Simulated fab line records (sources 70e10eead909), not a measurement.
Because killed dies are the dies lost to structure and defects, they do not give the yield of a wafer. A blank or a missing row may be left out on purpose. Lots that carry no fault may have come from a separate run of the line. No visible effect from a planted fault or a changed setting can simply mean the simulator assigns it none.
Which tool did it? | flow nandHarc | 12 lots with 36 wafers sampled at 4 steps, on a route of 1302 steps

## WHAT EACH GAUGE READ, for each wafer
NHARC_A_CONTACT_INSPECT_71.
lot  | measured     | on               | rawDefectCount
L075 | day 22 11:47 | defectInspect-02 | 103 100 112
L078 | day 23 05:35 | defectInspect-01 | 65 53 57
L079 | day 23 06:29 | defectInspect-02 | 118 103 133
L080 | day 24 23:11 | defectInspect-02 | 100 114 106
L082 | day 25 15:45 | defectInspect-01 | 59 65 70
L086 | day 26 10:34 | defectInspect-02 | 76 96 79
L087 | day 27 00:59 | defectInspect-01 | 91 80 81
L091 | day 28 09:03 | defectInspect-02 | 136 119 102
L089 | day 28 09:17 | defectInspect-01 | 44 48 45
L094 | day 29 23:29 | defectInspect-01 | 64 49 71
L095 | day 30 06:40 | defectInspect-01 | 99 77 80
L097 | day 32 05:41 | defectInspect-01 | 58 65 56

## EACH LOT AND THE TOOL THAT RAN IT (in order: tool; ch and the chambers of the sampled wafers; start)
lot  | NHARC_A_CONTACT_ETCH_49                      | NHARC_A_CONTACT_ETCH_112           | NHARC_A_CONTACT_ETCH_113
L075 | rieDiel-10 ch 1,2, day 22 03:01 or earlier   | harCapEtch-02 ch 1, day 22 03:01   | harCapEtch-02 ch 1, day 22 03:15
L078 | rieDiel-11 ch 2,3, day 22 21:23 or earlier   | harCapEtch-02 ch 0,1, day 22 21:23 | harCapEtch-02 ch 0,1, day 22 21:33
L079 | rieDiel-11 ch 0,1, day 22 22:10 or earlier   | harCapEtch-03 ch 0,1, day 22 22:10 | harCapEtch-03 ch 0,1, day 22 22:20
L080 | rieDiel-11 ch 1,2, day 24 14:58 or earlier   | harCapEtch-01 ch 0,1, day 24 14:58 | harCapEtch-01 ch 0,1, day 24 15:08
L082 | rieDiel-10 ch 1,2,3, day 25 07:35 or earlier | harCapEtch-01 ch 0,1, day 25 07:35 | harCapEtch-01 ch 0,1, day 25 07:46
L086 | rieDiel-11 ch 0,1,3, day 25 23:26 or earlier | harCapEtch-03 ch 0,1, day 25 23:26 | harCapEtch-03 ch 0,1, day 25 23:36
L087 | rieDiel-10 ch 0,1,3, day 26 14:50 or earlier | harCapEtch-02 ch 0,1, day 26 14:50 | harCapEtch-02 ch 0,1, day 26 15:00
L091 | rieDiel-11 ch 0,3, day 27 20:41 or earlier   | harCapEtch-03 ch 0,1, day 27 20:41 | harCapEtch-03 ch 0,1, day 27 20:51
L089 | rieDiel-10 ch 0,1,3, day 28 00:28 or earlier | harCapEtch-01 ch 1, day 28 00:28   | harCapEtch-01 ch 1, day 28 00:38
L094 | rieDiel-11 ch 0,2,3, day 29 14:56 or earlier | harCapEtch-02 ch 0,1, day 29 14:56 | harCapEtch-02 ch 0,1, day 29 15:06
L095 | rieDiel-11 ch 0,1,2, day 29 20:58 or earlier | harCapEtch-02 ch 1, day 29 20:58   | harCapEtch-02 ch 1, day 29 21:08
L097 | rieDiel-11 ch 1,2,3, day 31 18:22 or earlier | harCapEtch-01 ch 0,1, day 31 18:22 | harCapEtch-01 ch 0,1, day 31 18:32
- NHARC_A_CONTACT_ETCH_49: etches the open film in N2/H2, target depth 260 nm, time 475.3 s.
- NHARC_A_CONTACT_ETCH_112: etches the open film in C4F8/O2/Ar, time 190 s, target depth 1850 nm.
- NHARC_A_CONTACT_ETCH_113: etches the open film in C4F8/O2/Ar, time 190 s, target depth 1850 nm.

## THE ANSWER, worked out from the rows above alone
Rule: what is usual is taken from the lots themselves. The widest of any qualifying gaps counts: lots, ordered by their means at a reading, are off when they make up no more than a third of the lots, leave a main group of 4 or more, and stand apart from it by 3 or more times the standard deviation of that group's means. If all means in a main group match to the digits the tables above print for the reading, that group is not used. A lot without any number at a reading at which 4 lots or more have one is off too. All remaining lots with rows at the step are treated as sound.
No lot is off at any reading shown: from this, nothing can be told.

## WHAT THE SIMULATOR HAD INSERTED
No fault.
